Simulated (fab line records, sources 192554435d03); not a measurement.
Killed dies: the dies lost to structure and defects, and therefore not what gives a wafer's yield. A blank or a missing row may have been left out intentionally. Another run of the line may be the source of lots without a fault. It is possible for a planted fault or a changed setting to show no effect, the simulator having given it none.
Which tool was responsible?	flow n5_finfet	36 wafers from 12 lots sampled at 4 of the route's 1938 steps

== WHAT EACH GAUGE READ, for each wafer ==
N5_BEOL_M0_CUTY_INSPECT_59: inspects for defects (macro).
lot	measured	on	raw_defect_count
L075	day 5 23:18	defect_inspect-02	1 1 4
L077	day 6 11:49	defect_inspect-02	0 1 5
L079	day 7 01:12	defect_inspect-02	1 3 3
L081	day 7 14:13	defect_inspect-01	5 3 4
L083	day 7 22:15	defect_inspect-01	2 2 4
L085	day 8 16:11	defect_inspect-02	3 4 1
L087	day 9 02:47	defect_inspect-02	2 4 3
L089	day 9 15:46	defect_inspect-01	1 6 0
L091	day 10 02:40	defect_inspect-02	3 1 1
L093	day 10 12:13	defect_inspect-01	4 1 2
L095	day 11 01:05	defect_inspect-01	1 2 2
L097	day 11 12:44	defect_inspect-02	4 3 2

== WHICH TOOL RAN EACH LOT (tool, then ch and the chambers of the sampled wafers, then the start) ==
lot	N5_BEOL_M0_SAQP_STRIP_86	N5_BEOL_M0_SAQP_RECESS_104	N5_BEOL_M0_SAQP_ETCH_49
L075	rie_diel-05 ch 1,2,3, day 5 17:34	vapor_etch-02 ch 0,1, day 5 19:10	rie_diel-05 ch 0,2,3, day 5 22:45
L077	rie_diel-01 ch 0,1,3, day 6 04:52	vapor_etch-02 ch 0,1, day 6 06:25	rie_diel-04 ch 1,2,3, day 6 11:23
L079	rie_diel-05 ch 1,2, day 6 20:01	vapor_etch-01 ch 0,1, day 6 21:55	rie_diel-04 ch 1,3, day 7 00:39
L081	rie_diel-04 ch 0,2,3, day 7 08:19	vapor_etch-02 ch 0,1, day 7 10:30	rie_diel-01 ch 0,1,3, day 7 13:40
L083	rie_diel-05 ch 0,1, day 7 17:13	vapor_etch-01 ch 0,1, day 7 18:40	rie_diel-01 ch 0,2,3, day 7 21:42
L085	rie_diel-04 ch 0,3, day 8 09:58	vapor_etch-01 ch 1, day 8 12:44	rie_diel-01 ch 1,3, day 8 15:39
L087	rie_diel-01 ch 0,1,2, day 8 20:59	vapor_etch-02 ch 0,1, day 8 23:04	rie_diel-04 ch 0,1,2, day 9 02:15
L089	rie_diel-05 ch 0,3, day 9 10:22	vapor_etch-02 ch 0,1, day 9 12:20	rie_diel-01 ch 1,2,3, day 9 15:13
L091	rie_diel-05 ch 0,2,3, day 9 21:33	vapor_etch-01 ch 0,1, day 9 23:00	rie_diel-04 ch 0,2, day 10 02:07
L093	rie_diel-04 ch 0,1,3, day 10 07:20	vapor_etch-02 ch 0,1, day 10 08:53	rie_diel-05 ch 0,1, day 10 11:48
L095	rie_diel-04 ch 0,1,2, day 10 19:51	vapor_etch-01 ch 0,1, day 10 21:26	rie_diel-04 ch 2,3, day 11 00:32
L097	rie_diel-01 ch 0,1,3, day 11 06:58	vapor_etch-01 ch 0,1, day 11 09:07	rie_diel-01 ch 0,1,3, day 11 12:11
- N5_BEOL_M0_SAQP_STRIP_86: strips in N2/H2.
- N5_BEOL_M0_SAQP_RECESS_104: chemistry HF/NH3, target SiO2, target depth 18 nm, afs cycles 3, sublimation time 60 s.
- N5_BEOL_M0_SAQP_ETCH_49: etches SiO2 in CF4/O2, target depth 37 nm.

== THE ANSWER, worked out from the rows above alone ==
Rule: usual is defined by the lots themselves. The widest of any qualifying gaps counts: lots, ordered by their means at a reading, are off when they make up no more than a third of the lots, leave a main group of 4 or more, and stand apart from it by 3 or more times the standard deviation of that group's means. Not used: any main group whose means are identical at the precision the tables above print for the reading. Also off: a lot with no number at a reading for which 4 or more lots have one. Where the step has rows for the other lots, those lots are counted as sound.
No lot is off on any of the readings shown, so nothing can be concluded from this.

== WHAT THE SIMULATOR PUT IN ==
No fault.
